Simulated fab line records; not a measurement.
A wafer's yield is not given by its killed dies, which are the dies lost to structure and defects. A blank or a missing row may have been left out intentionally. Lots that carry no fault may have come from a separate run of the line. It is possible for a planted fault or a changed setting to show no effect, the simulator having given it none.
fab line records | flow n5-finfet
[record] lots = 15 | wafers = 44 | last-day = 17
route steps=1938 shown BEOL_M15@1819 MIM_BOT@1832 MIM_TOP_LITHO@1843
lots with no fault: from the same line, run without faults
start-h: the number of hours between the record's first day and the start of the first shown wafer of the lot | wait-h: how many hours have passed since the lot's step before this one | " repeats the value in the row above | L1.1+2: a row that stands for several wafers | - no value, or no start given | * or withheld: withheld | < > ~ a bound
route shown NAME@n: NAME is a module with steps in the file, n the number in the route of the first one | usual: mean and standard deviation over wafers with no fault | same: alike in all rows | chamber/n: place in a boat | sites: per-site readings | _std_site: how widely they spread, as a standard deviation | _edge_site: outer sites' mean less inner sites' | radius-mm: how far each site lies from the wafer's centre | mask NAME#n: copy n | behind: tool/chamber where the wafer was last shaped | hold: what put the lot on hold/how long, in hours/how the hold closed | device: whichever transistor did not switch (one of n, p or np) | end of line: the route-end tests of the same wafers | a step without rows: its recipe alone | killed: at the first sort, the dies lost to defects and structure; wafer yield is something else | map: the dies of a wafer, with x for killed, . for not killed, _ for no die there
set.NAME: the setting as run; set.NAME@STEP: as run at that earlier step | model.NAME: the simulator's own value behind a step, which no gauge read
one table for each step of the route and one row for each wafer, over a sample of lots
services: the hour from which a tool's chamber was out of use, counted from the record's first day as start-h (under 0 if before that day), plus the number of hours and why
[[steps]]
[step N5_BEOL_M15_SPUTTER_43]
[recipe] material = TaN | target-thk-a = 150 | temp-c = 50 | bias-v = 168.6 | power-w = 15000 | chamber-pressure-pa = 0.12 | time-s = 24.19
[usual] throttle-valve-pct = 29.7/1.1
lot.wafer | tool           | chamber | start-h | wait-h | throttle-valve-pct
L624.3    | pvd-sputter-01 | -       | 245.91  | 0.0    | 28.4
L624.4    | "              | -       | "       | "      | 30.7
L624.5    | "              | -       | "       | "      | 30.6
L626.4    | pvd-sputter-03 | -       | 261.74  | 0.0    | 27.1
L626.5    | "              | -       | "       | "      | 30.1
L626.6    | "              | -       | "       | "      | 27.3
L629.4    | pvd-sputter-02 | -       | 274.87  | 0.0    | 30.6
L629.5    | "              | -       | "       | "      | 30.5
L629.6    | "              | -       | "       | "      | 30.8
L630.2    | pvd-sputter-02 | -       | 292.87  | 0.0    | 30.6
L630.5    | "              | -       | "       | "      | 31.0
L630.6    | "              | -       | "       | "      | 30.4
L632.2    | pvd-sputter-01 | -       | 319.66  | 0.0    | 29.6
L632.4    | "              | -       | "       | "      | 28.2
L632.5    | "              | -       | "       | "      | 28.4
L634.1    | pvd-sputter-01 | -       | 322.56  | 0.0    | 30.6
L634.5    | "              | -       | "       | "      | 28.1
L634.6    | "              | -       | "       | "      | 30.7
L633.2    | pvd-sputter-01 | -       | 325.63  | 0.0    | 30.5
L633.3    | "              | -       | "       | "      | 29.7
L633.6    | "              | -       | "       | "      | 30.7
L636.2    | pvd-sputter-01 | -       | 330.11  | 0.0    | 30.6
L636.3    | "              | -       | "       | "      | 28.4
L636.5    | "              | -       | "       | "      | 28.2
L635.3    | pvd-sputter-01 | -       | 338.91  | 0.0    | 28.0
L635.4    | "              | -       | "       | "      | 30.7
L635.5    | "              | -       | "       | "      | 30.6
L637.3    | pvd-sputter-02 | -       | 344.12  | 0.0    | 31.2
L637.5    | "              | -       | "       | "      | 29.7
L637.6    | "              | -       | "       | "      | 30.7
L642.1    | pvd-sputter-03 | -       | 364.97  | 0.0    | 27.3
L642.3    | "              | -       | "       | "      | 30.3
L642.6    | "              | -       | "       | "      | 27.3
L643.1    | pvd-sputter-03 | -       | 369.26  | 0.0    | 27.4
L643.3    | "              | -       | "       | "      | 28.8
L643.6    | "              | -       | "       | "      | 27.3
L644.2    | pvd-sputter-01 | -       | 375.16  | 0.0    | 28.1
L644.6    | "              | -       | "       | "      | 30.8
L645.1    | pvd-sputter-01 | -       | 393.15  | 0.0    | 30.9
L645.2    | "              | -       | "       | "      | 28.1
L645.5    | "              | -       | "       | "      | 30.8
L646.1    | pvd-sputter-03 | -       | 396.70  | 0.0    | 30.4
L646.3    | "              | -       | "       | "      | 28.7
L646.4    | "              | -       | "       | "      | 30.6
[step N5_BEOL_M15_DEP_53]
[recipe] material = SiCN | target-thk-a = 500 | temp-c = withheld | precursor = 3MS/NH3 | pressure-torr = 3 | rf-w = 675 | time-s = 17.8
[usual] showerhead-plenum-p-Torr = 4.166/0.018 | throttle-valve-pct = 17.7/0.74
lot.wafer | tool     | chamber | start-h | wait-h | showerhead-plenum-p-Torr | throttle-valve-pct
L624.3    | pecvd-03 | 2       | 247.15  | 0.0    | 4.160                    | 16.9
L624.4    | "        | 1       | "       | "      | 4.193                    | 17.3
L624.5    | "        | 0       | "       | "      | 4.155                    | 18.5
L626.4    | pecvd-01 | 2       | 262.93  | 0.0    | 4.160                    | 17.7
L626.5    | "        | 0       | "       | "      | 4.139                    | 18.8
L626.6    | "        | 1       | "       | "      | 4.151                    | 18.4
L629.4    | pecvd-01 | 1       | 276.32  | 0.0    | 4.145                    | 18.5
L629.5    | "        | 2       | "       | "      | 4.161                    | 18.1
L629.6    | "        | 0       | "       | "      | 4.146                    | 19.1
L630.2    | pecvd-03 | 0       | 294.05  | 0.0    | 4.163                    | 18.5
L630.5    | "        | 0       | "       | "      | 4.154                    | 18.5
L630.6    | "        | 2       | "       | "      | 4.174                    | 16.9
L632.2    | pecvd-03 | 1       | 320.83  | 0.0    | 4.188                    | 17.0
L632.4    | "        | 0       | "       | "      | 4.155                    | 18.5
L632.5    | "        | 1       | "       | "      | 4.198                    | 17.0
L634.1    | pecvd-02 | 2       | 323.73  | 0.0    | 4.177                    | 17.8
L634.5    | "        | 0       | "       | "      | 4.145                    | 17.7
L634.6    | "        | 1       | "       | "      | 4.164                    | 16.4
L633.2    | pecvd-03 | 1       | 326.80  | 0.0    | 4.192                    | 17.1
L633.3    | "        | 0       | "       | "      | 4.146                    | 18.7
L633.6    | "        | 0       | "       | "      | 4.151                    | 18.5
L636.2    | pecvd-02 | 1       | 331.30  | 0.0    | 4.170                    | 16.6
L636.3    | "        | 2       | "       | "      | 4.168                    | 17.9
L636.5    | "        | 1       | "       | "      | 4.161                    | 16.4
L635.3    | pecvd-03 | 0       | 340.32  | 0.0    | 4.145                    | 18.5
L635.4    | "        | 2       | "       | "      | 4.185                    | 17.2
L635.5    | "        | 0       | "       | "      | 4.161                    | 18.4
L637.3    | pecvd-02 | 0       | 345.30  | 0.0    | 4.142                    | 17.6
L637.5    | "        | 1       | "       | "      | 4.162                    | 16.6
L637.6    | "        | 0       | "       | "      | 4.146                    | 17.7
L642.1    | pecvd-03 | 1       | 366.14  | 0.0    | 4.195                    | 17.4
L642.3    | "        | 2       | "       | "      | 4.182                    | 16.7
L642.6    | "        | 2       | "       | "      | 4.186                    | 17.1
L643.1    | pecvd-03 | 2       | 370.84  | 0.0    | 4.175                    | 17.0
L643.3    | "        | 1       | "       | "      | 4.184                    | 17.1
L643.6    | "        | 1       | "       | "      | 4.193                    | 17.3
L644.2    | pecvd-02 | 2       | 376.86  | 0.0    | 4.194                    | 17.7
L644.6    | "        | 2       | "       | "      | 4.180                    | 17.8
L645.1    | pecvd-01 | 2       | 394.34  | 0.0    | 4.163                    | 18.0
L645.2    | "        | 1       | "       | "      | 4.151                    | 18.7
L645.5    | "        | 0       | "       | "      | 4.143                    | 19.2
L646.1    | pecvd-02 | 0       | 397.89  | 0.0    | 4.142                    | 17.6
L646.3    | "        | 0       | "       | "      | 4.154                    | 17.6
L646.4    | "        | 2       | "       | "      | 4.182                    | 17.8
[step N5_MIM_BOT_DEGAS_01]
[recipe] ambient = vacuum | temp-c = 300 | time-s = 60
[usual] heater-power-w = 472/69
lot.wafer | tool           | chamber | start-h | wait-h | heater-power-w
L624.3    | pvd-sputter-02 | -       | 249.97  | 1.7    | 588
L624.4    | "              | -       | "       | "      | 476
L624.5    | "              | -       | "       | "      | 469
L626.4    | pvd-sputter-01 | -       | 267.23  | 3.2    | 456
L626.5    | "              | -       | "       | "      | 373
L626.6    | "              | -       | "       | "      | 455
L629.4    | pvd-sputter-03 | -       | 281.31  | 3.4    | 489
L629.5    | "              | -       | "       | "      | 416
L629.6    | "              | -       | "       | "      | 427
L630.2    | pvd-sputter-03 | -       | 295.18  | 0.0    | 495
L630.5    | "              | -       | "       | "      | 484
L630.6    | "              | -       | "       | "      | 490
L632.2    | pvd-sputter-02 | -       | 322.38  | 0.4    | 586
L632.4    | "              | -       | "       | "      | 591
L632.5    | "              | -       | "       | "      | 475
L634.1    | pvd-sputter-02 | -       | 325.11  | 0.1    | 479
L634.5    | "              | -       | "       | "      | 605
L634.6    | "              | -       | "       | "      | 594
L633.2    | pvd-sputter-01 | -       | 329.21  | 1.3    | 364
L633.3    | "              | -       | "       | "      | 535
L633.6    | "              | -       | "       | "      | 382
L636.2    | pvd-sputter-02 | -       | 334.13  | 1.7    | 482
L636.3    | "              | -       | "       | "      | 593
L636.5    | "              | -       | "       | "      | 466
L635.3    | pvd-sputter-01 | -       | 342.21  | 0.3    | 547
L635.4    | "              | -       | "       | "      | 378
L635.5    | "              | -       | "       | "      | 440
L637.3    | pvd-sputter-01 | -       | 348.25  | 1.8    | 375
L637.5    | "              | -       | "       | "      | 547
L637.6    | "              | -       | "       | "      | 387
L642.1    | pvd-sputter-03 | -       | 368.39  | 1.1    | 445
L642.3    | "              | -       | "       | "      | 495
L642.6    | "              | -       | "       | "      | 495
L643.1    | pvd-sputter-03 | -       | 371.98  | 0.0    | 414
L643.3    | "              | -       | "       | "      | 485
L643.6    | "              | -       | "       | "      | 484
L644.2    | pvd-sputter-02 | -       | 379.50  | 1.5    | 595
L644.6    | "              | -       | "       | "      | 498
L645.1    | pvd-sputter-02 | -       | 396.47  | 0.3    | 489
L645.2    | "              | -       | "       | "      | 593
L645.5    | "              | -       | "       | "      | 469
L646.1    | pvd-sputter-03 | -       | 400.00  | 0.7    | 430
L646.3    | "              | -       | "       | "      | 505
L646.4    | "              | -       | "       | "      | 406
[step N5_MIM_TOP_LITHO_EXPOSE_05]
[recipe] mask-id = MIM_TOP | na = 0.55 | source-shape = conventional | sigma-outer = 0.8 | polarization = unpolarized | target-cd-nm = 2000 | dose-mj = 20.5
[usual] exposure-dose-mJ-cm2 = 20.488/0.021 | focus-offset-nm = 0.1/0.56
lot.wafer | tool           | chamber | start-h | wait-h | mask      | exposure-dose-mJ-cm2 | focus-offset-nm
L624.3    | krf-scanner-02 | 0       | 251.46  | -      | MIM_TOP#0 | 20.504               | -0.8
L624.4    | "              | 0       | "       | "      | MIM_TOP#0 | 20.481               | -0.2
L624.5    | "              | 0       | "       | "      | MIM_TOP#0 | 20.480               | 0.7
L626.4    | krf-scanner-01 | 0       | 268.65  | -      | MIM_TOP#0 | 20.522               | -0.3
L626.5    | "              | 0       | "       | "      | MIM_TOP#0 | 20.479               | 0.6
L626.6    | "              | 0       | "       | "      | MIM_TOP#0 | 20.468               | -0.4
L629.4    | krf-scanner-02 | 0       | 282.76  | -      | MIM_TOP#0 | 20.501               | -0.4
L629.5    | "              | 0       | "       | "      | MIM_TOP#0 | 20.490               | 0.1
L629.6    | "              | 0       | "       | "      | MIM_TOP#0 | 20.477               | -0.1
L630.2    | krf-scanner-01 | 0       | 296.21  | -      | MIM_TOP#0 | 20.492               | -0.6
L630.5    | "              | 0       | "       | "      | MIM_TOP#0 | 20.480               | -0.6
L630.6    | "              | 0       | "       | "      | MIM_TOP#0 | 20.495               | 0.3
L632.2    | krf-scanner-01 | 0       | 323.45  | -      | MIM_TOP#0 | 20.495               | 0.0
L632.4    | "              | 0       | "       | "      | MIM_TOP#0 | 20.465               | 0.4
L632.5    | "              | 0       | "       | "      | MIM_TOP#0 | 20.474               | 0.9
L634.1    | krf-scanner-01 | 0       | 326.12  | -      | MIM_TOP#0 | 20.473               | -0.7
L634.5    | "              | 0       | "       | "      | MIM_TOP#0 | 20.480               | -0.4
L634.6    | "              | 0       | "       | "      | MIM_TOP#0 | 20.483               | -1.2
L633.2    | krf-scanner-01 | -       | 330.63  | -      | MIM_TOP#0 | -                    | -
L633.3    | "              | -       | "       | "      | MIM_TOP#0 | -                    | -
L633.6    | "              | -       | "       | "      | MIM_TOP#0 | -                    | -
L636.2    | krf-scanner-02 | -       | 335.17  | -      | MIM_TOP#0 | -                    | -
L636.3    | "              | -       | "       | "      | MIM_TOP#0 | -                    | -
L636.5    | "              | -       | "       | "      | MIM_TOP#0 | -                    | -
L635.3    | krf-scanner-01 | -       | 344.09  | -      | MIM_TOP#0 | -                    | -
L635.4    | "              | -       | "       | "      | MIM_TOP#0 | -                    | -
L635.5    | "              | -       | "       | "      | MIM_TOP#0 | -                    | -
L637.3    | krf-scanner-02 | 0       | 349.46  | -      | MIM_TOP#0 | 20.509               | -0.6
L637.5    | "              | 0       | "       | "      | MIM_TOP#0 | 20.455               | -0.2
L637.6    | "              | 0       | "       | "      | MIM_TOP#0 | 20.501               | -0.3
L642.1    | krf-scanner-01 | 0       | 369.23  | -      | MIM_TOP#0 | 20.481               | 1.1
L642.3    | "              | 0       | "       | "      | MIM_TOP#0 | 20.491               | 0.0
L642.6    | "              | 0       | "       | "      | MIM_TOP#0 | 20.484               | -0.5
L643.1    | krf-scanner-02 | 0       | 375.10  | -      | MIM_TOP#0 | 20.540               | 0.0
L643.3    | "              | 0       | "       | "      | MIM_TOP#0 | 20.512               | 0.7
L643.6    | "              | 0       | "       | "      | MIM_TOP#0 | 20.530               | -0.1
L644.2    | krf-scanner-02 | 0       | 380.85  | -      | MIM_TOP#0 | 20.462               | 0.5
L644.6    | "              | 0       | "       | "      | MIM_TOP#0 | 20.471               | 1.5
L645.1    | krf-scanner-02 | 0       | 399.52  | -      | MIM_TOP#0 | 20.502               | 0.6
L645.2    | "              | 0       | "       | "      | MIM_TOP#0 | 20.512               | 0.5
L645.5    | "              | 0       | "       | "      | MIM_TOP#0 | 20.497               | 0.3
L646.1    | krf-scanner-02 | 0       | 401.13  | -      | MIM_TOP#0 | 20.478               | 0.7
L646.3    | "              | 0       | "       | "      | MIM_TOP#0 | 20.472               | 0.4
L646.4    | "              | 0       | "       | "      | MIM_TOP#0 | 20.512               | -0.3
[[services]]
tool           | chamber | start-h | hours | kind
pecvd-01       | 2       | 230.65  | 5.5   | scheduled-down
krf-scanner-02 | -       | 243.18  | 0.9   | repair
pecvd-01       | -       | 255.84  | 5.9   | repair
krf-scanner-02 | -       | 266.55  | 0.6   | repair
krf-scanner-01 | 0       | 269.00  | -     | calibration
krf-scanner-01 | -       | 276.83  | 1.3   | pm
krf-scanner-01 | -       | 289.88  | 0.8   | pm
krf-scanner-02 | -       | 323.54  | 3.6   | pm
pecvd-03       | -       | 327.41  | 6.0   | pm
krf-scanner-01 | -       | 328.97  | 1.0   | pm
krf-scanner-02 | -       | 332.55  | 1.0   | pm
pecvd-03       | -       | 338.83  | 1.1   | repair
pecvd-02       | 1       | 352.09  | 16.5  | scheduled-down
krf-scanner-02 | -       | 358.66  | 1.3   | pm
pecvd-01       | -       | 372.09  | 0.5   | repair
pecvd-02       | 0       | 373.17  | 21.0  | repair
pecvd-03       | -       | 379.70  | 1.0   | repair
pvd-sputter-03 | -       | 380.85  | 4.3   | repair
pecvd-03       | -       | 393.80  | 1.3   | repair
pecvd-02       | 1       | 394.16  | -     | clean
pecvd-02       | 1       | 394.16  | -     | consumable-replace:showerhead
pecvd-02       | 1       | 394.16  | 29.0  | scheduled-down
pecvd-02       | 1       | 394.16  | 29.0  | vent-cycle
[[key]]
[first-sign] step = N5_MIM_TOP_LITHO_EXPOSE_05 | reading = tool-record | direction = missing
effect none on later readings
met-at N5_MIM_TOP_LITHO_EXPOSE_05
struck-lots L633,L635,L636
later-rows-left-out L633.2,L633.3,L633.6,L635.3,L635.4,L635.5,L636.2,L636.3,L636.5
sort-left-out L633.2,L633.3,L633.6,L635.3,L635.4,L635.5,L636.2,L636.3,L636.5
not-acting-at N5_BEOL_M15_SPUTTER_43,N5_BEOL_M15_DEP_53,N5_MIM_BOT_DEGAS_01
onset-between 326.12 330.63
[fault] kind = skipped-step-whole | tool = krf-scanner-01,krf-scanner-02 | chamber = - | onset-h = 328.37 | steps = N5_MIM_TOP_LITHO_EXPOSE_05 | scope = struck-lots-only
// sort-left-out: the simulated sort isn't trusted on such a fault, so these wafers' sort isn't shown, and their yield isn't known
// later-rows-left-out: the simulator's readings of these wafers behind a module that went badly wrong aren't trusted and aren't shown, but for the sort
